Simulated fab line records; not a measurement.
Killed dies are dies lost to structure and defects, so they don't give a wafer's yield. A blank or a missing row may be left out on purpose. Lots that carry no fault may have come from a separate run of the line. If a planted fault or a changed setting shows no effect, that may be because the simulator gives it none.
fab line records	flow nand_harc
record: lots: 24	wafers: 72	last_day: 34
route steps=1302 shown A_M1@1186 A_BONDPAD@1202
lots that met no fault: taken from a fault-free run of the same line
start_h: the number of hours between the record's first day and the start of the first shown wafer of the lot	wait_h: time in hours since the lot's previous step	" same as the row above	L1.1+2: a row that stands for several wafers	- no value, or no start was given	* or withheld: withheld	< > ~ a bound
route shown NAME@n: NAME is a module with steps in the file, n the number in the route of the first one	usual: mean/standard deviation taken from wafers without a fault	same: alike in all rows	chamber/n: place in a boat	sites: each site's reading	_std_site: the values' standard deviation	_edge_site: outer sites' mean less inner sites'	radius_mm: for every site, how far away it sits from the centre of the wafer	mask NAME#n: copy n	behind: the last tool/chamber to shape the wafer	hold: what put the lot on hold/how long, in hours/how the hold closed	device: the n, p or np transistor that did not switch	end of line: tests run on the same wafers once the route is complete	step lacking rows: just its recipe	killed: dies that structure and defects cost at the first sort, which is not the same as the wafer's yield	map: dies across one wafer; x = killed, . = not, _ = none there
set.NAME: the run value of the setting; set.NAME@STEP: its run value at that earlier step	model.NAME: the simulator's own value behind a step, which no gauge read
one table for each step of the route and one row for each wafer, over a sample of lots
services: when a tool's chamber went out of use (start_h, in hours from the record's first day, below 0 if earlier), for how many hours, and the reason
== steps ==
step: NHARC_A_M1_STRIP_18
recipe: power_w: 1000	n2_flow_sccm: 150	h2_flow_sccm: 150	ar_flow_sccm: 0	bias_w: 0	chemistry: N2/H2
usual: drypump_motor_current_A: 5.7/0.47	oes_product_au: 1.001/0.0091	rf_fwd_power_W: 997/3.1	rf_vpp_V: 90.7/1	showerhead_plenum_p_Torr: 2.05/0.088	throttle_valve_pct: 14.171/0.009
lot.wafer	tool	chamber	start_h	wait_h	drypump_motor_current_A	oes_product_au	rf_fwd_power_W	rf_hours_counter_h	rf_vpp_V	showerhead_plenum_p_Torr	throttle_valve_pct
L074.2	rie_diel-08	1	536.72	0.1	6.1	1.001	994	8.3	91.7	1.95	14.165
L074.3	"	2	"	"	6.2	1.008	996	9.8	92.4	2.17	14.182
L074.4	"	3	"	"	5.0	0.995	996	9.4	91.1	1.95	14.171
L075.1	rie_diel-03	0	537.62	0.1	5.4	0.999	1003	5.0	91.9	2.10	14.169
L075.2	"	1	"	"	6.1	1.017	996	3.7	90.2	2.10	14.179
L075.5	"	2	"	"	4.9	0.992	990	-	90.5	2.09	14.171
L076.2	rie_diel-11	1	543.13	0.1	6.3	1.004	996	2.4	91.4	2.12	14.168
L076.3	"	2	"	"	5.1	0.999	998	2.5	89.8	2.19	14.161
L076.5	"	3	"	"	5.8	0.999	991	-	90.3	1.98	14.157
L077.3	rie_diel-03	0	567.80	0.1	5.4	1.000	996	6.2	90.5	2.10	14.171
L077.4	"	1	"	"	6.1	1.010	995	4.4	90.0	2.10	14.172
L077.5	"	3	"	"	6.1	1.002	994	-	89.1	1.91	14.182
L079.1	rie_diel-11	1	578.75	0.1	6.3	1.006	1000	2.9	92.1	2.12	14.167
L079.4	"	2	"	"	5.1	0.996	999	3.0	91.1	2.19	14.182
L079.2	"	3	"	"	5.8	1.001	997	2.8	89.5	1.98	14.168
L078.6	rie_diel-11	3	593.04	0.2	5.8	1.010	991	-	90.0	1.98	14.173
L078.4	"	0	"	"	5.5	0.992	1001	-	91.1	2.02	14.172
L078.5	"	1	"	"	6.3	1.007	999	-	91.2	2.12	14.173
L081.1	rie_diel-08	3	598.53	0.1	5.0	1.003	995	2.8	90.7	1.94	14.167
L081.2	"	0	"	"	5.7	1.006	992	2.5	92.9	2.13	14.164
L081.5	"	2	"	"	6.2	1.014	998	-	90.7	2.17	14.162
L082.4	rie_diel-08	0	609.46	0.1	5.7	0.997	1000	2.6	90.8	2.13	14.164
L082.2	"	2	"	"	6.2	1.013	991	2.7	89.6	2.17	14.161
L082.3	"	3	"	"	5.0	0.992	997	3.0	89.6	1.95	14.182
L080.3	rie_diel-03	3	612.59	0.1	6.1	0.990	997	7.3	90.0	1.91	14.159
L080.4	"	1	"	"	6.1	1.002	996	6.0	92.2	2.10	14.184
L080.6	"	3	"	"	6.1	0.995	998	-	89.7	1.91	14.169
L083.3	rie_diel-03	1	614.12	0.1	6.1	1.016	1002	6.1	90.6	2.10	14.182
L083.2	"	2	"	"	4.9	1.022	1000	6.6	90.6	2.09	14.169
L083.6	"	0	"	"	5.4	0.997	1000	-	92.2	2.10	14.159
L084.1	rie_diel-11	0	619.75	0.1	5.6	0.994	999	0.1	89.6	2.02	14.164
L084.3	"	1	"	"	6.3	1.010	994	0.1	91.3	2.12	14.183
L084.6	"	3	"	"	5.8	1.007	995	-	90.7	1.98	14.168
L085.1	rie_diel-08	3	641.66	0.1	5.0	0.988	997	4.6	89.2	1.94	14.164
L085.3	"	0	"	"	5.8	0.998	997	4.5	91.4	2.12	14.177
L085.6	"	0	"	"	5.8	1.007	1000	-	91.6	2.12	14.169
L086.4	rie_diel-11	1	647.51	0.1	6.3	1.016	1003	0.9	92.4	2.12	14.166
L086.5	"	0	"	"	5.5	1.000	997	-	89.9	2.02	14.156
L086.6	"	1	"	"	6.3	1.017	1003	-	92.4	2.12	14.177
L087.3	rie_diel-11	0	650.08	0.1	5.5	1.002	996	0.8	89.9	2.02	14.175
L087.2	"	1	"	"	6.3	1.008	1002	1.0	91.1	2.12	14.194
L087.4	"	3	"	"	5.8	1.007	1000	0.8	91.1	1.98	14.159
L088.2	rie_diel-11	0	678.71	0.1	5.5	1.006	996	1.1	90.8	2.02	14.170
L088.3	"	1	"	"	6.3	1.006	996	1.9	92.1	2.12	14.179
L088.5	"	1	"	"	6.3	1.003	997	-	89.9	2.12	14.166
L089.4	rie_diel-03	1	680.65	0.1	6.1	0.999	998	2.6	89.3	2.09	14.176
L089.2	"	2	"	"	4.9	0.998	998	2.7	90.2	2.09	14.167
L089.5	"	3	"	"	6.1	1.008	998	-	90.3	1.91	14.180
L090.4	rie_diel-08	2	698.06	0.1	6.2	0.999	999	7.1	90.7	2.16	14.163
L090.1	"	0	"	"	5.8	1.001	999	7.7	90.6	2.12	14.162
L090.5	"	2	"	"	6.2	0.994	1000	-	91.7	2.16	14.181
L091.3	rie_diel-08	2	699.09	0.1	6.2	0.992	1001	7.1	92.1	2.16	14.164
L091.1	"	0	"	"	5.7	1.004	994	7.8	92.3	2.12	14.182
L091.5	"	2	"	"	6.2	0.995	1001	-	92.1	2.16	14.171
L092.3	rie_diel-08	2	703.24	0.1	6.2	0.988	992	7.3	92.7	2.16	14.171
L092.1	"	3	"	"	5.0	0.984	991	7.9	91.0	1.94	14.161
L092.5	"	1	"	"	6.1	1.007	995	-	89.8	1.95	14.169
L093.3	rie_diel-08	3	719.49	0.1	5.0	0.975	999	9.0	89.0	1.94	14.172
L093.4	"	0	"	"	5.7	0.996	999	8.8	91.4	2.12	14.166
L093.5	"	3	"	"	5.0	0.986	997	-	89.1	1.94	14.186
L096.1	rie_diel-03	3	726.45	0.1	6.1	0.991	997	4.8	88.4	1.91	14.170
L096.3	"	1	"	"	6.1	1.000	1005	3.7	91.4	2.09	14.175
L096.6	"	0	"	"	5.4	1.001	1002	-	91.3	2.10	14.173
L094.4	rie_diel-11	1	726.75	0.1	6.3	0.998	996	3.3	92.5	2.12	14.171
L094.2	"	2	"	"	5.1	0.989	1005	3.4	90.7	2.18	14.168
L094.3	"	3	"	"	5.8	0.999	998	3.4	91.2	1.98	14.168
L095.4	rie_diel-03	0	732.20	0.1	5.4	0.983	998	5.1	90.6	2.10	14.168
L095.5	"	2	"	"	4.9	0.994	995	-	90.9	2.09	14.169
L095.6	"	3	"	"	6.1	1.013	997	-	89.3	1.91	14.173
L097.3	rie_diel-03	2	767.75	0.1	4.9	0.994	996	7.9	90.7	2.08	14.169
L097.4	"	0	"	"	5.4	1.002	995	7.0	91.2	2.10	14.169
L097.5	"	3	"	"	6.1	1.020	994	-	90.0	1.91	14.185
step: NHARC_A_M1_CMP_23
recipe: t_overpolish_s: 20	target_thk_nm: 154.34
usual: motor_current_A: 12.1/1.1	time_to_endpoint_s: 29.0/2.5
lot.wafer	tool	chamber	start_h	wait_h	motor_current_A	time_to_endpoint_s
L074.2	cmp-03	3	538.45	-	13.4	28.3
L074.3	"	0	"	"	11.1	33.2
L074.4	"	2	"	"	11.6	28.8
L075.2	cmp-03	2	539.34	-	11.0	29.1
L075.1	"	3	"	"	14.0	28.0
L075.5	"	0	"	"	10.5	28.1
L076.2	cmp-03	0	544.84	-	11.3	30.5
L076.3	"	1	"	"	12.9	32.4
L076.5	"	0	"	"	10.9	28.9
L077.4	cmp-04	1	569.49	-	12.1	26.4
L077.3	"	2	"	"	11.9	27.6
L077.5	"	1	"	"	12.7	30.0
L079.4	cmp-03	2	580.53	-	11.6	32.7
L079.2	"	0	"	"	10.5	34.0
L079.1	"	1	"	"	12.5	32.4
L078.4	cmp-03	3	594.72	-	13.7	24.4
L078.5	"	3	"	"	14.7	24.3
L078.6	"	0	"	"	10.8	28.5
L081.2	cmp-03	3	600.30	-	14.3	29.8
L081.1	"	0	"	"	11.3	32.5
L081.5	"	1	"	"	12.2	29.3
L082.3	cmp-02	1	611.35	-	13.3	29.1
L082.2	"	2	"	"	11.1	28.9
L082.4	"	3	"	"	11.9	25.4
L080.3	cmp-04	0	614.34	-	10.8	28.4
L080.4	"	2	"	"	12.0	27.6
L080.6	"	0	"	"	10.7	29.8
L083.3	cmp-02	1	616.29	-	13.4	31.0
L083.2	"	3	"	"	12.3	30.7
L083.6	"	0	"	"	11.5	27.4
L084.1	cmp-04	0	621.57	-	10.6	28.8
L084.3	"	1	"	"	13.0	25.9
L084.6	"	3	"	"	12.9	32.6
L085.3	cmp-04	0	643.56	-	10.9	28.9
L085.1	"	1	"	"	12.2	27.4
L085.6	"	1	"	"	12.4	25.1
L086.4	cmp-03	1	649.30	-	12.9	28.3
L086.5	"	2	"	"	11.3	27.2
L086.6	"	3	"	"	14.3	24.8
L087.4	cmp-03	1	651.81	-	13.2	29.7
L087.2	"	3	"	"	13.9	27.4
L087.3	"	0	"	"	11.8	28.7
L088.3	cmp-02	3	680.81	-	11.6	29.5
L088.2	"	0	"	"	10.8	29.4
L088.5	"	2	"	"	11.0	28.3
L089.4	cmp-03	3	682.69	-	14.0	25.6
L089.2	"	0	"	"	10.6	25.8
L089.5	"	2	"	"	11.1	26.8
L090.4	cmp-03	1	699.78	-	12.9	28.2
L090.1	"	3	"	"	14.1	26.6
L090.5	"	2	"	"	11.1	27.1
L091.1	cmp-02	0	700.80	-	11.4	26.7
L091.3	"	3	"	"	11.6	29.0
L091.5	"	0	"	"	11.8	28.5
L092.3	cmp-02	2	705.04	-	11.0	32.3
L092.1	"	0	"	"	11.9	30.4
L092.5	"	3	"	"	12.2	29.2
L093.4	cmp-04	3	721.22	-	12.5	31.1
L093.3	"	1	"	"	11.5	28.5
L093.5	"	3	"	"	12.5	30.7
L096.3	cmp-03	2	728.20	-	11.2	24.7
L096.1	"	3	"	"	14.3	25.8
L096.6	"	2	"	"	11.1	25.4
L094.3	cmp-02	3	728.52	-	12.4	28.0
L094.2	"	0	"	"	11.6	27.3
L094.4	"	1	"	"	13.5	29.0
L095.4	cmp-02	0	733.90	-	11.3	29.3
L095.5	"	3	"	"	11.9	29.8
L095.6	"	0	"	"	11.8	28.0
L097.3	cmp-04	2	769.52	-	12.0	29.3
L097.4	"	3	"	"	12.0	34.7
L097.5	"	3	"	"	12.5	36.6
step: NHARC_A_BONDPAD_DEP_00
recipe: target_thk_a: 2500	temp_c: 370	target_thk_nm: 250	pressure_torr: 3	flow_sccm: 200	rf_w: 450	material: SiCN
usual: heater_power_w: 563/62	rf_fwd_power_W: 449.2/1.3
lot.wafer	tool	chamber	start_h	wait_h	heater_power_w	rf_fwd_power_W
L074.2	pecvd-02	0	539.67	-	490	450.5
L074.3	"	1	"	"	666	448.5
L074.4	"	1	"	"	651	449.0
L075.1	pecvd-04	0	-	-	600	448.6
L075.2	"	2	"	"	564	449.8
L075.5	"	2	"	"	600	450.8
L076.3	pecvd-03	0	546.03	-	562	449.6
L076.2	"	1	"	"	633	445.7
L076.5	"	1	"	"	665	447.9
L077.3	pecvd-03	2	570.75	-	561	449.5
L077.5	"	0	"	"	520	450.2
L077.4	"	2	"	"	568	448.7
L079.2	pecvd-03	2	581.70	-	607	447.9
L079.1	"	0	"	"	485	448.8
L079.4	"	0	"	"	488	450.2
L078.4	pecvd-04	1	596.27	-	576	450.2
L078.6	"	2	"	"	605	450.5
L078.5	"	1	"	"	588	447.9
L081.1	pecvd-03	1	601.48	-	646	448.3
L081.2	"	2	"	"	620	450.8
L081.5	"	2	"	"	646	449.9
L082.2	pecvd-04	2	612.73	-	648	450.3
L082.3	"	0	"	"	600	450.5
L082.4	"	1	"	"	590	449.5
L080.3	pecvd-03	2	615.52	-	642	453.2
L080.4	"	2	"	"	505	449.0
L080.6	"	0	"	"	488	451.0
L083.2	pecvd-04	1	-	-	505	450.2
L083.3	"	2	"	"	577	448.7
L083.6	"	1	"	"	528	449.3
L084.1	pecvd-02	2	622.78	-	512	448.9
L084.3	"	2	"	"	402	446.2
L084.6	"	2	"	"	413	448.8
L085.3	pecvd-03	2	644.77	-	595	448.8
L085.1	"	0	"	"	539	449.6
L085.6	"	1	"	"	624	447.5
L086.6	pecvd-04	2	650.52	-	574	448.5
L086.5	"	0	"	"	618	448.7
L086.4	"	1	"	"	595	450.6
L087.2	pecvd-04	1	652.98	-	549	447.5
L087.3	"	0	"	"	627	449.6
L087.4	"	1	"	"	564	447.8
L088.2	pecvd-02	0	681.93	-	515	447.9
L088.3	"	1	"	"	561	447.6
L088.5	"	1	"	"	585	449.0
L089.2	pecvd-02	0	683.85	-	525	450.9
L089.5	"	2	"	"	459	448.6
L089.4	"	1	"	"	713	447.0
L090.1	pecvd-03	0	700.95	-	465	449.3
L090.4	"	0	"	"	482	447.3
L090.5	"	1	"	"	619	450.1
L091.3	pecvd-04	0	701.97	-	566	448.9
L091.1	"	1	"	"	561	448.7
L091.5	"	0	"	"	569	448.4
L092.3	pecvd-02	1	-	-	668	448.4
L092.1	"	2	"	"	512	449.7
L092.5	"	1	"	"	691	450.5
L093.3	pecvd-03	2	722.47	-	635	450.0
L093.5	"	0	"	"	541	450.0
L093.4	"	2	"	"	512	450.0
L096.1	pecvd-04	2	-	-	556	448.5
L096.3	"	0	"	"	520	448.2
L096.6	"	0	"	"	535	445.9
L094.3	pecvd-04	2	-	-	643	448.2
L094.2	"	1	"	"	491	449.5
L094.4	"	2	"	"	513	451.1
L095.5	pecvd-02	0	735.17	-	501	449.8
L095.4	"	1	"	"	590	448.4
L095.6	"	2	"	"	460	452.6
L097.3	pecvd-03	1	770.78	-	593	449.6
L097.5	"	2	"	"	678	449.1
L097.4	"	0	"	"	533	451.0
step: NHARC_A_BONDPAD_CD_MEAS_13
usual: cd_nm: 499.6/1.9
lot.wafer	tool	chamber	start_h	wait_h	cd_nm
L074.2	cd_sem-01	-	541.26	-	501.5
L074.3	"	-	"	"	503.8
L074.4	"	-	"	"	500.5
L075.1	cd_sem-02	-	542.29	-	501.2
L075.2	"	-	"	"	502.0
L075.5	"	-	"	"	500.8
L076.2	cd_sem-02	-	547.66	-	501.0
L076.3	"	-	"	"	502.4
L076.5	"	-	"	"	501.3
L077.3	cd_sem-01	-	572.28	-	499.5
L077.4	"	-	"	"	496.9
L077.5	"	-	"	"	499.2
L079.1	cd_sem-03	-	583.45	-	499.5
L079.2	"	-	"	"	500.4
L079.4	"	-	"	"	498.8
L078.4	cd_sem-01	-	597.96	-	501.9
L078.5	"	-	"	"	500.0
L078.6	"	-	"	"	500.0
L081.1	cd_sem-01	-	603.17	-	496.3
L081.2	"	-	"	"	499.9
L081.5	"	-	"	"	500.4
L082.2	cd_sem-03	-	614.48	-	497.3
L082.3	"	-	"	"	498.2
L082.4	"	-	"	"	497.3
L080.3	cd_sem-03	-	617.23	-	499.2
L080.4	"	-	"	"	499.2
L080.6	"	-	"	"	501.4
L083.2	cd_sem-03	-	619.19	-	501.2
L083.3	"	-	"	"	499.7
L083.6	"	-	"	"	499.9
L084.1	cd_sem-03	-	624.49	-	496.2
L084.3	"	-	"	"	501.2
L084.6	"	-	"	"	498.7
L085.1	cd_sem-01	-	646.47	-	500.2
L085.3	"	-	"	"	502.2
L085.6	"	-	"	"	499.8
L086.4	cd_sem-03	-	652.02	-	495.2
L086.5	"	-	"	"	501.6
L086.6	"	-	"	"	501.4
L087.2	cd_sem-02	-	654.60	-	498.9
L087.3	"	-	"	"	499.1
L087.4	"	-	"	"	501.3
L088.2	cd_sem-01	-	683.56	-	501.6
L088.3	"	-	"	"	497.2
L088.5	"	-	"	"	495.5
L089.2	cd_sem-02	-	685.43	-	501.3
L089.4	"	-	"	"	501.3
L089.5	"	-	"	"	502.6
L090.1	cd_sem-02	-	702.57	-	501.3
L090.4	"	-	"	"	500.8
L090.5	"	-	"	"	501.9
L091.1	cd_sem-02	-	703.60	-	495.9
L091.3	"	-	"	"	495.6
L091.5	"	-	"	"	500.9
L092.1	cd_sem-01	-	708.08	-	497.0
L092.3	"	-	"	"	498.5
L092.5	"	-	"	"	496.5
L093.3	cd_sem-01	-	724.20	-	499.2
L093.4	"	-	"	"	500.3
L093.5	"	-	"	"	501.8
L096.1	cd_sem-02	-	731.29	-	502.3
L096.3	"	-	"	"	503.1
L096.6	"	-	"	"	502.6
L094.2	cd_sem-03	-	731.59	-	497.9
L094.3	"	-	"	"	500.5
L094.4	"	-	"	"	498.1
L095.4	cd_sem-03	-	736.81	-	501.2
L095.5	"	-	"	"	500.8
L095.6	"	-	"	"	500.4
L097.3	cd_sem-03	-	772.44	-	504.3
L097.4	"	-	"	"	500.4
L097.5	"	-	"	"	501.8
step: NHARC_A_BONDPAD_CMP_19
recipe: t_overpolish_s: 30	cu_recess_touch_s: 16	target_thk_nm: 169.82
usual: motor_current_A: 12.1/1.2	overpolish_run_s: 30.000/0.0092
lot.wafer	tool	chamber	start_h	wait_h	motor_current_A	overpolish_run_s
L074.4	cmp-02	0	542.97	-	11.8	30.007
L074.2	"	1	"	"	12.8	30.022
L074.3	"	2	"	"	11.0	29.997
L075.2	cmp-04	2	544.05	-	12.1	29.998
L075.1	"	0	"	"	10.2	29.996
L075.5	"	3	"	"	12.2	30.006
L076.3	cmp-01	0	549.40	-	12.3	29.987
L076.2	"	2	"	"	10.8	30.010
L076.5	"	0	"	"	12.3	30.004
L077.4	cmp-02	1	574.05	-	13.7	29.999
L077.3	"	2	"	"	11.5	29.995
L077.5	"	3	"	"	12.0	30.001
L079.2	cmp-01	1	585.17	-	14.8	30.006
L079.1	"	2	"	"	10.6	30.010
L079.4	"	0	"	"	12.4	30.005
L078.4	cmp-04	2	599.74	-	11.7	29.989
L078.5	"	3	"	"	12.7	29.993
L078.6	"	0	"	"	10.7	29.987
L081.1	cmp-02	2	604.94	-	11.2	29.992
L081.2	"	3	"	"	12.5	30.029
L081.5	"	1	"	"	14.2	29.988
L082.3	cmp-04	0	616.18	-	11.0	30.000
L082.2	"	2	"	"	12.6	29.987
L082.4	"	3	"	"	12.8	30.007
L080.4	cmp-02	3	618.99	-	11.6	29.986
L080.3	"	0	"	"	11.7	30.007
L080.6	"	1	"	"	13.9	29.995
L083.2	cmp-02	2	620.89	-	11.1	30.003
L083.3	"	3	"	"	11.9	29.983
L083.6	"	3	"	"	11.6	29.997
L084.1	cmp-01	3	626.25	-	12.1	29.994
L084.3	"	0	"	"	11.6	30.012
L084.6	"	2	"	"	10.8	29.997
L085.1	cmp-01	3	648.21	-	12.0	30.004
L085.3	"	0	"	"	12.4	29.991
L085.6	"	2	"	"	10.2	30.006
L086.4	cmp-02	3	653.78	-	12.0	29.986
L086.5	"	1	"	"	13.5	30.000
L086.6	"	2	"	"	11.0	29.993
L087.2	cmp-04	3	656.31	-	12.2	30.000
L087.3	"	1	"	"	12.7	30.004
L087.4	"	2	"	"	11.6	30.011
L088.2	cmp-04	3	685.29	-	12.8	30.016
L088.3	"	1	"	"	12.3	29.979
L088.5	"	3	"	"	12.6	29.999
L089.2	cmp-02	3	687.16	-	12.6	29.997
L089.4	"	0	"	"	11.4	30.005
L089.5	"	2	"	"	11.8	29.994
L090.1	cmp-04	3	704.30	-	12.4	29.989
L090.4	"	1	"	"	11.5	30.019
L090.5	"	0	"	"	10.2	30.015
L091.1	cmp-04	2	705.30	-	12.2	29.990
L091.3	"	1	"	"	11.7	29.993
L091.5	"	2	"	"	11.6	29.995
L092.1	cmp-04	2	710.36	-	11.8	29.993
L092.3	"	3	"	"	12.8	30.002
L092.5	"	0	"	"	9.8	30.010
L093.3	cmp-04	3	726.01	-	11.9	30.007
L093.4	"	0	"	"	10.0	29.996
L093.5	"	1	"	"	11.4	30.000
L096.1	cmp-01	2	733.16	-	10.1	29.992
L096.3	"	3	"	"	11.8	29.998
L096.6	"	2	"	"	10.7	30.006
L094.3	cmp-02	1	733.38	-	14.0	29.995
L094.4	"	3	"	"	12.0	30.014
L094.2	"	0	"	"	12.0	30.003
L095.4	cmp-01	0	738.57	-	12.4	30.018
L095.5	"	2	"	"	10.5	29.986
L095.6	"	3	"	"	12.5	29.987
L097.4	cmp-04	2	774.47	-	12.6	30.014
L097.3	"	0	"	"	10.9	30.005
L097.5	"	2	"	"	12.3	30.008
step: NHARC_A_BONDPAD_INSPECT_23
usual: raw_defect_count: 558/130
lot.wafer	tool	chamber	start_h	wait_h	raw_defect_count
L074.2	defect_inspect-02	-	543.52	0.0	676
L074.3	"	-	"	"	495
L074.4	"	-	"	"	496
L075.1	defect_inspect-01	-	544.60	0.0	429
L075.2	"	-	"	"	463
L075.5	"	-	"	"	413
L076.2	defect_inspect-02	-	549.92	0.1	553
L076.3	"	-	"	"	571
L076.5	"	-	"	"	622
L077.3	defect_inspect-01	-	574.51	0.0	726
L077.4	"	-	"	"	558
L077.5	"	-	"	"	524
L079.1	defect_inspect-02	-	585.71	0.0	444
L079.2	"	-	"	"	369
L079.4	"	-	"	"	424
L078.4	defect_inspect-02	-	600.20	0.1	593
L078.5	"	-	"	"	491
L078.6	"	-	"	"	428
L081.1	defect_inspect-02	-	605.44	0.0	425
L081.2	"	-	"	"	446
L081.5	"	-	"	"	513
L082.2	defect_inspect-02	-	616.70	0.0	547
L082.3	"	-	"	"	687
L082.4	"	-	"	"	505
L080.3	defect_inspect-01	-	619.46	0.0	546
L080.4	"	-	"	"	519
L080.6	"	-	"	"	496
L083.2	defect_inspect-01	-	621.42	0.0	416
L083.3	"	-	"	"	447
L083.6	"	-	"	"	517
L084.1	defect_inspect-01	-	626.72	0.0	716
L084.3	"	-	"	"	828
L084.6	"	-	"	"	841
L085.1	defect_inspect-01	-	648.71	0.0	964
L085.3	"	-	"	"	639
L085.6	"	-	"	"	816
L086.4	defect_inspect-02	-	654.24	0.0	411
L086.5	"	-	"	"	591
L086.6	"	-	"	"	405
L087.2	defect_inspect-02	-	656.83	0.0	549
L087.3	"	-	"	"	614
L087.4	"	-	"	"	642
L088.2	defect_inspect-02	-	685.78	0.0	474
L088.3	"	-	"	"	577
L088.5	"	-	"	"	589
L089.2	defect_inspect-01	-	687.68	0.0	427
L089.4	"	-	"	"	401
L089.5	"	-	"	"	491
L090.1	defect_inspect-01	-	704.83	0.0	468
L090.4	"	-	"	"	507
L090.5	"	-	"	"	377
L091.1	defect_inspect-02	-	705.86	0.0	591
L091.3	"	-	"	"	523
L091.5	"	-	"	"	566
L092.1	defect_inspect-01	-	710.84	0.0	669
L092.3	"	-	"	"	680
L092.5	"	-	"	"	651
L093.3	defect_inspect-02	-	726.50	0.0	588
L093.4	"	-	"	"	696
L093.5	"	-	"	"	787
L096.1	defect_inspect-01	-	733.65	0.0	520
L096.3	"	-	"	"	598
L096.6	"	-	"	"	525
L094.2	defect_inspect-01	-	733.90	0.0	401
L094.3	"	-	"	"	521
L094.4	"	-	"	"	426
L095.4	defect_inspect-01	-	739.06	0.0	430
L095.5	"	-	"	"	567
L095.6	"	-	"	"	549
L097.3	defect_inspect-02	-	774.99	0.0	615
L097.4	"	-	"	"	551
L097.5	"	-	"	"	890
== services ==
tool	chamber	start_h	hours	kind
cmp-02	-	527.51	4.0	pm
pecvd-03	-	548.44	13.0	pm
cmp-03	-	554.61	4.0	pm
cmp-04	-	559.49	5.8	repair
cmp-02	-	559.50	0.4	repair
cmp-04	-	576.53	7.6	repair
pecvd-04	0	592.27	8.6	repair
cmp-04	-	601.00	4.0	pm
cmp-02	-	625.51	4.0	pm
cmp-04	-	625.95	1.5	repair
pecvd-04	-	631.00	13.0	pm
pecvd-04	-	647.20	0.6	repair
cmp-03	-	652.61	4.0	pm
cmp-04	-	658.91	0.5	repair
cmp-03	-	666.18	4.6	repair
cmp-02	-	687.66	2.4	repair
pecvd-04	-	692.07	1.7	repair
cmp-04	-	699.00	4.0	pm
cmp-02	-	723.51	4.0	pm
pecvd-03	-	729.54	13.0	pm
cmp-04	-	742.32	11.6	repair
cmp-03	-	750.61	4.0	pm
pecvd-04	-	751.15	0.8	repair
cmp-02	-	756.36	1.4	repair
== key ==
fault none
